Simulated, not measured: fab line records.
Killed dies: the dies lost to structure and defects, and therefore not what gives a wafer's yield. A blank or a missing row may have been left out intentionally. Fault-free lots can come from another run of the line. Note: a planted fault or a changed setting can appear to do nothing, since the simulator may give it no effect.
Check of tool commonality || flow n5_finfet || 8 lots, 24 wafers sampled

## REASON IT WAS OPENED
At N5_BEOL_M3_OCD_MEAS_38 the reading trench_depth_nm is flagged on 1 of 8 lots. Wafers without a fault read 55.4 nm, standard deviation 0.96.
Rule: a lot is flagged in two cases, either no wafer of it has a number, or all its wafers with numbers fall more than 4 standard deviations from that mean. All remaining lots are regarded as sound.

{"lot": "L259", "measured": "day 7 21:37", "on": "ocd-01", "trench_depth_nm (nm), wafer by wafer": "55.3 56.5 56.1", "flag": ""}
{"lot": "L262", "measured": "day 8 11:30", "on": "ocd-01", "trench_depth_nm (nm), wafer by wafer": "55.4 53.6 55.9", "flag": ""}
{"lot": "L263", "measured": "day 8 11:31", "on": "ocd-01", "trench_depth_nm (nm), wafer by wafer": "55.6 55.9 56.2", "flag": ""}
{"lot": "L269", "measured": "day 10 07:20", "on": "ocd-01", "trench_depth_nm (nm), wafer by wafer": "55.8 55.2 55.1", "flag": ""}
{"lot": "L272", "measured": "day 10 22:13", "on": "ocd-01", "trench_depth_nm (nm), wafer by wafer": "54.9 54.2 55.3", "flag": ""}
{"lot": "L273", "measured": "day 10 22:24", "on": "ocd-02", "trench_depth_nm (nm), wafer by wafer": "30.2 23.0 24.7", "flag": "FLAGGED"}
{"lot": "L274", "measured": "day 11 03:31", "on": "ocd-01", "trench_depth_nm (nm), wafer by wafer": "55.5 55.6 54.8", "flag": ""}
{"lot": "L275", "measured": "day 12 04:34", "on": "ocd-01", "trench_depth_nm (nm), wafer by wafer": "55.9 57.1 57.5", "flag": ""}
The mean of the flagged lots' numbers is 26.0 nm, -29.4 nm from the usual (-31 standard deviations).

## EACH LOT AND THE TOOL IT RAN ON
5 process steps preceding the reading are held in the record, out of 1938 steps in the route. Every cell lists first the tool, next ch and the chambers used by the sampled wafers, and last the start.
{"lot": "L259", "flag": "", "N5_BEOL_M2_PRE_CLEAN_60": "cvd_co-02 ch 0,1,2, day 7 15:19", "N5_BEOL_M2_DEP_57": "pecvd-03 ch 0,1, day 7 15:28", "N5_BEOL_M3_HM_DEP_02": "pvd_sputter-01, day 7 17:35", "N5_BEOL_M3_HM_OPEN_17": "rie_metal-03 ch 0,1, day 7 18:29", "N5_BEOL_M3_ETCHBACK_99": "rie_diel-04 ch 0,3, day 7 21:14"}
{"lot": "L262", "flag": "", "N5_BEOL_M2_PRE_CLEAN_60": "cvd_co-02 ch 0,1,2, day 7 23:53", "N5_BEOL_M2_DEP_57": "pecvd-01 ch 0,1,2, day 8 00:02", "N5_BEOL_M3_HM_DEP_02": "pvd_sputter-01, day 8 02:46", "N5_BEOL_M3_HM_OPEN_17": "rie_metal-02 ch 0,1, day 8 03:41", "N5_BEOL_M3_ETCHBACK_99": "rie_diel-02 ch 1,2,3, day 8 11:06"}
{"lot": "L263", "flag": "", "N5_BEOL_M2_PRE_CLEAN_60": "cvd_co-02 ch 0,1, day 8 06:48", "N5_BEOL_M2_DEP_57": "pecvd-02 ch 0,1, day 8 06:58", "N5_BEOL_M3_HM_DEP_02": "pvd_sputter-03, day 8 07:35", "N5_BEOL_M3_HM_OPEN_17": "rie_metal-02 ch 0,1, day 8 08:28", "N5_BEOL_M3_ETCHBACK_99": "rie_diel-04 ch 0,3, day 8 11:06"}
{"lot": "L269", "flag": "", "N5_BEOL_M2_PRE_CLEAN_60": "cvd_co-02 ch 0,1,2, day 10 03:09", "N5_BEOL_M2_DEP_57": "pecvd-02 ch 0,1, day 10 03:19", "N5_BEOL_M3_HM_DEP_02": "pvd_sputter-03, day 10 04:05", "N5_BEOL_M3_HM_OPEN_17": "rie_metal-02 ch 0,1, day 10 05:00", "N5_BEOL_M3_ETCHBACK_99": "rie_diel-02 ch 0,2, day 10 06:56"}
{"lot": "L272", "flag": "", "N5_BEOL_M2_PRE_CLEAN_60": "cvd_co-02 ch 0,1,2, day 10 15:55", "N5_BEOL_M2_DEP_57": "pecvd-01 ch 0,1,2, day 10 16:04", "N5_BEOL_M3_HM_DEP_02": "pvd_sputter-03, day 10 17:47", "N5_BEOL_M3_HM_OPEN_17": "rie_metal-03 ch 0,1, day 10 18:43", "N5_BEOL_M3_ETCHBACK_99": "rie_diel-02 ch 0,1,2, day 10 21:50"}
{"lot": "L273", "flag": "FLAGGED", "N5_BEOL_M2_PRE_CLEAN_60": "cvd_co-01 ch 1,2, day 10 17:10", "N5_BEOL_M2_DEP_57": "pecvd-01 ch 0,1,2, day 10 17:20", "N5_BEOL_M3_HM_DEP_02": "pvd_sputter-03, day 10 18:22", "N5_BEOL_M3_HM_OPEN_17": "rie_metal-02 ch 0,1, day 10 19:07", "N5_BEOL_M3_ETCHBACK_99": "rie_diel-06 ch 0,2, day 10 22:01"}
{"lot": "L274", "flag": "", "N5_BEOL_M2_PRE_CLEAN_60": "cvd_co-02 ch 0,2, day 10 18:22", "N5_BEOL_M2_DEP_57": "pecvd-01 ch 0,1,2, day 10 18:31", "N5_BEOL_M3_HM_DEP_02": "pvd_sputter-02, day 10 21:32", "N5_BEOL_M3_HM_OPEN_17": "rie_metal-01 ch 0,1, day 10 22:26", "N5_BEOL_M3_ETCHBACK_99": "rie_diel-06 ch 2,3, day 11 03:08"}
{"lot": "L275", "flag": "", "N5_BEOL_M2_PRE_CLEAN_60": "cvd_co-01 ch 0,1,2, day 11 18:41", "N5_BEOL_M2_DEP_57": "pecvd-03 ch 0,1,2, day 11 18:50", "N5_BEOL_M3_HM_DEP_02": "pvd_sputter-01, day 11 19:47", "N5_BEOL_M3_HM_OPEN_17": "rie_metal-03 ch 0,1, day 11 20:41", "N5_BEOL_M3_ETCHBACK_99": "rie_diel-04 ch 1,2,3, day 12 04:11"}
What the steps here do:
- N5_BEOL_M2_PRE_CLEAN_60: time 15 s.
- N5_BEOL_M2_DEP_57: deposits SiCN from 3MS/NH3, target thk 8 nm, time 14 s.
- N5_BEOL_M3_HM_DEP_02: deposits TiN, target thk 20 nm.
- N5_BEOL_M3_HM_OPEN_17: chemistry Cl2/BCl3, target TiN, target depth 20 nm, overetch 6 nm.
- N5_BEOL_M3_ETCHBACK_99: etches SiO2 in CHF3, target depth 5 nm, time 10.4 s.
- N5_BEOL_M3_OCD_MEAS_38

## FLAGGED OVER TOTAL, TOOL BY TOOL (the gauges that took the reading come last)
{"step": "N5_BEOL_M2_PRE_CLEAN_60", "tool": "cvd_co-01", "lots run": 2, "flagged": 1, "share of the flagged lots": "all", "sound lots run after its first flagged lot": "1 (L275)"}
{"step": "N5_BEOL_M2_PRE_CLEAN_60", "tool": "cvd_co-02", "lots run": 6, "flagged": 0, "share of the flagged lots": "none", "sound lots run after its first flagged lot": "-"}
{"step": "N5_BEOL_M2_DEP_57", "tool": "pecvd-01", "lots run": 4, "flagged": 1, "share of the flagged lots": "all", "sound lots run after its first flagged lot": "1 (L274)"}
{"step": "N5_BEOL_M2_DEP_57", "tool": "pecvd-02", "lots run": 2, "flagged": 0, "share of the flagged lots": "none", "sound lots run after its first flagged lot": "-"}
{"step": "N5_BEOL_M2_DEP_57", "tool": "pecvd-03", "lots run": 2, "flagged": 0, "share of the flagged lots": "none", "sound lots run after its first flagged lot": "-"}
{"step": "N5_BEOL_M3_HM_DEP_02", "tool": "pvd_sputter-01", "lots run": 3, "flagged": 0, "share of the flagged lots": "none", "sound lots run after its first flagged lot": "-"}
{"step": "N5_BEOL_M3_HM_DEP_02", "tool": "pvd_sputter-02", "lots run": 1, "flagged": 0, "share of the flagged lots": "none", "sound lots run after its first flagged lot": "-"}
{"step": "N5_BEOL_M3_HM_DEP_02", "tool": "pvd_sputter-03", "lots run": 4, "flagged": 1, "share of the flagged lots": "all", "sound lots run after its first flagged lot": 0}
{"step": "N5_BEOL_M3_HM_OPEN_17", "tool": "rie_metal-01", "lots run": 1, "flagged": 0, "share of the flagged lots": "none", "sound lots run after its first flagged lot": "-"}
{"step": "N5_BEOL_M3_HM_OPEN_17", "tool": "rie_metal-02", "lots run": 4, "flagged": 1, "share of the flagged lots": "all", "sound lots run after its first flagged lot": 0}
{"step": "N5_BEOL_M3_HM_OPEN_17", "tool": "rie_metal-03", "lots run": 3, "flagged": 0, "share of the flagged lots": "none", "sound lots run after its first flagged lot": "-"}
{"step": "N5_BEOL_M3_ETCHBACK_99", "tool": "rie_diel-02", "lots run": 3, "flagged": 0, "share of the flagged lots": "none", "sound lots run after its first flagged lot": "-"}
{"step": "N5_BEOL_M3_ETCHBACK_99", "tool": "rie_diel-04", "lots run": 3, "flagged": 0, "share of the flagged lots": "none", "sound lots run after its first flagged lot": "-"}
{"step": "N5_BEOL_M3_ETCHBACK_99", "tool": "rie_diel-06", "lots run": 2, "flagged": 1, "share of the flagged lots": "all", "sound lots run after its first flagged lot": "1 (L274)"}
{"step": "N5_BEOL_M3_OCD_MEAS_38", "tool": "ocd-01", "lots run": 7, "flagged": 0, "share of the flagged lots": "none", "sound lots run after its first flagged lot": "-"}
{"step": "N5_BEOL_M3_OCD_MEAS_38", "tool": "ocd-02", "lots run": 1, "flagged": 1, "share of the flagged lots": "all", "sound lots run after its first flagged lot": 0}

## WHAT IS ALLOWED BY THE TABLE
6 rows of the table ran every flagged lot: cvd_co-01 at N5_BEOL_M2_PRE_CLEAN_60, pecvd-01 at N5_BEOL_M2_DEP_57, pvd_sputter-03 at N5_BEOL_M3_HM_DEP_02, rie_metal-02 at N5_BEOL_M3_HM_OPEN_17, rie_diel-06 at N5_BEOL_M3_ETCHBACK_99, ocd-02 at N5_BEOL_M3_OCD_MEAS_38.
- cvd_co-01 at N5_BEOL_M2_PRE_CLEAN_60: 1 of its 2 lots flagged. Sound lots ran on it after the first flagged one (L275), which a lasting fault on the whole tool wouldn't allow.
- pecvd-01 at N5_BEOL_M2_DEP_57: 1 of its 4 lots flagged. Sound lots ran on it after the first flagged one (L274), which a lasting fault on the whole tool wouldn't allow.
- pvd_sputter-03 at N5_BEOL_M3_HM_DEP_02: 1 of its 4 lots flagged. It ran its last sound lot, L272, at day 10 17:47 and its first flagged lot, L273, at day 10 18:22: a fault with its onset between the two fits.
- rie_metal-02 at N5_BEOL_M3_HM_OPEN_17: 1 of its 4 lots flagged. It ran its last sound lot, L269, at day 10 05:00 and its first flagged lot, L273, at day 10 19:07: a fault with its onset between the two fits.
- rie_diel-06 at N5_BEOL_M3_ETCHBACK_99: 1 of its 2 lots flagged. Sound lots ran on it after the first flagged one (L274), which a lasting fault on the whole tool wouldn't allow.
- ocd-02 at N5_BEOL_M3_OCD_MEAS_38: 1 of its 1 lot flagged. In this sample it ran no sound lot ahead of its first flagged lot, so there is no way to narrow down the start.
Because each of these 3 tools fits a fault that began at some hour, counting lots does not separate them. More lots, or a look at what each step does to the wafer, might.

## WHAT HAD BEEN PUT IN BY THE SIMULATOR
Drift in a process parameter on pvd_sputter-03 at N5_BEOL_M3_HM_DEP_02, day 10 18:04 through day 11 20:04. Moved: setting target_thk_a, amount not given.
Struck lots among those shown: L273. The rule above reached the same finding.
